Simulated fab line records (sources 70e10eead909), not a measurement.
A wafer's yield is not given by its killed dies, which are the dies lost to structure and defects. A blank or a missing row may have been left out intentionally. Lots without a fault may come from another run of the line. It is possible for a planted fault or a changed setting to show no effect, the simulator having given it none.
Matching of chambers | flow nand_harc | NHARC_A_CHANNEL_FILL_D1_ETCHBACK_19 on rie_si-05: 4 sister chambers
The step etches the open film in HBr/Cl2, target depth 5 nm, time 1.7 s. 7 wafers are shown with their chamber, then 9 later ones without.

== WAFERS PAIRED WITH THEIR CHAMBERS ==
wafer  | chamber | drypump_motor_current_A (A) | oes_product_au (a.u.)
L076.6 | 2       | 5.7                         | 0.999
L081.3 | 3       | 6.4                         | 1.007
L082.5 | 2       | 5.7                         | 1.013
L082.6 | 1       | 5.8                         | 1.004
L087.3 | 1       | 5.9                         | 0.993
L087.4 | 3       | 6.4                         | 1.006
L087.5 | 0       | 5.5                         | 1.020

== WAFERS WHOSE CHAMBER IS MISSING ==
wafer  | drypump_motor_current_A (A) | oes_product_au (a.u.)
L090.3 | 5.5                         | 1.010
L090.5 | 5.7                         | 1.012
L090.6 | 6.4                         | 1.000
L092.3 | 5.7                         | 1.016
L092.4 | 6.4                         | 0.992
L092.6 | 5.9                         | 0.990
L094.4 | 6.4                         | 1.008
L094.5 | 5.9                         | 0.997
L094.6 | 5.5                         | 1.011

== EACH ONE'S CHAMBER ==
wafer  | from the rows above | in truth
L090.3 | 0                   | 0
L090.5 | 2                   | 2
L090.6 | 3                   | 3
L092.3 | 2                   | 2
L092.4 | 3                   | 3
L092.6 | 1                   | 1
L094.4 | 3                   | 3
L094.5 | 1                   | 1
L094.6 | 0                   | 0
9 of 9 placed correctly. Number that these rows cannot place: 0. Wrongly placed: 0.
How it was worked out, from the rows above alone: a wafer's distance from a chamber is the root of the sum, over the readings, of the square of ((its reading less the chamber's mean) divided by the reading's scatter). If the next closest chamber is less than 2 further off than the closest, the wafer can't be placed; otherwise it belongs to the closest. For every chamber, the mean is computed from those of its wafers that are shown. How the scatter is found: for the shown wafers, subtract from each reading the mean of its chamber, square and add these, divide the total by (wafers less chambers), then take the root.
